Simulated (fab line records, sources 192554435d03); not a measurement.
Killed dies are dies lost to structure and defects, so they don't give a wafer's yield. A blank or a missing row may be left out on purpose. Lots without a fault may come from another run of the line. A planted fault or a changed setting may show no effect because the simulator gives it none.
Chamber matching | flow n5_finfet | N5_HKMG_FIN_STRIP_34 on rie_diel-01: 4 sister chambers
The step strips in CF4. 14 wafers are shown with their chamber, then 7 later ones without.

WAFERS WITH THEIR CHAMBER
wafer  | chamber | drypump_motor_current_A (A) | rf_vpp_V (V) | throttle_valve_pct (%)
L075.2 | 2       | 6.5                         | 272.2        | 13.7
L075.3 | 3       | 5.6                         | 270.8        | 13.8
L075.6 | 3       | 5.6                         | 270.4        | 13.8
L077.1 | 2       | 6.5                         | 271.8        | 13.7
L077.2 | 3       | 5.6                         | 271.9        | 13.8
L077.5 | 0       | 5.9                         | 268.1        | 13.9
L079.1 | 3       | 5.6                         | 271.6        | 13.8
L079.2 | 0       | 5.9                         | 269.4        | 14.0
L079.4 | 1       | 5.8                         | 271.3        | 13.8
L082.2 | 2       | 6.4                         | 271.9        | 13.7
L082.3 | 0       | 5.9                         | 268.5        | 14.0
L082.6 | 2       | 6.5                         | 273.0        | 13.8
L086.2 | 1       | 5.8                         | 271.7        | 13.3
L086.3 | 0       | 5.9                         | 268.4        | 14.0

SIGNATURES (means of the wafers above)
reading                 | chamber 0 | chamber 1 | chamber 2 | chamber 3 | scatter within a chamber
drypump_motor_current_A | 5.900     | 5.800     | 6.475     | 5.600     | 0.0274
rf_vpp_V                | 268.600   | 271.500   | 272.225   | 271.175   | 0.579
throttle_valve_pct      | 13.975    | 13.550    | 13.725    | 13.800    | 0.118
Rule: a wafer's distance from a chamber is the root of the sum, over the readings, of the square of ((its reading less the chamber's mean) divided by the reading's scatter). The wafer belongs to the nearest chamber; if the next one is less than 2 further off, it can't be placed. The scatter: the root of (the sum of the squares of (reading less its chamber's mean) over the shown wafers, divided by (wafers less chambers)).

WAFERS WITHOUT THEIR CHAMBER
wafer  | drypump_motor_current_A (A) | rf_vpp_V (V) | throttle_valve_pct (%)
L086.4 | 5.6                         | 271.6        | 13.8
L085.1 | 6.4                         | 272.1        | 13.8
L085.4 | 5.9                         | 269.4        | 14.0
L085.5 | 6.4                         | 272.8        | 13.8
L097.3 | 5.8                         | 272.5        | 13.3
L097.4 | 5.9                         | 269.1        | 14.0
L097.6 | 5.6                         | 270.8        | 13.9

WHICH CHAMBER EACH WENT THROUGH
wafer  | from the rows above | in truth
L086.4 | 3                   | 3
L085.1 | 2                   | 2
L085.4 | 0                   | 0
L085.5 | 2                   | 2
L097.3 | 1                   | 1
L097.4 | 0                   | 0
L097.6 | 3                   | 3
Placed correctly: 7 of 7. Can't be placed from these rows: 0. Placed wrongly: 0.
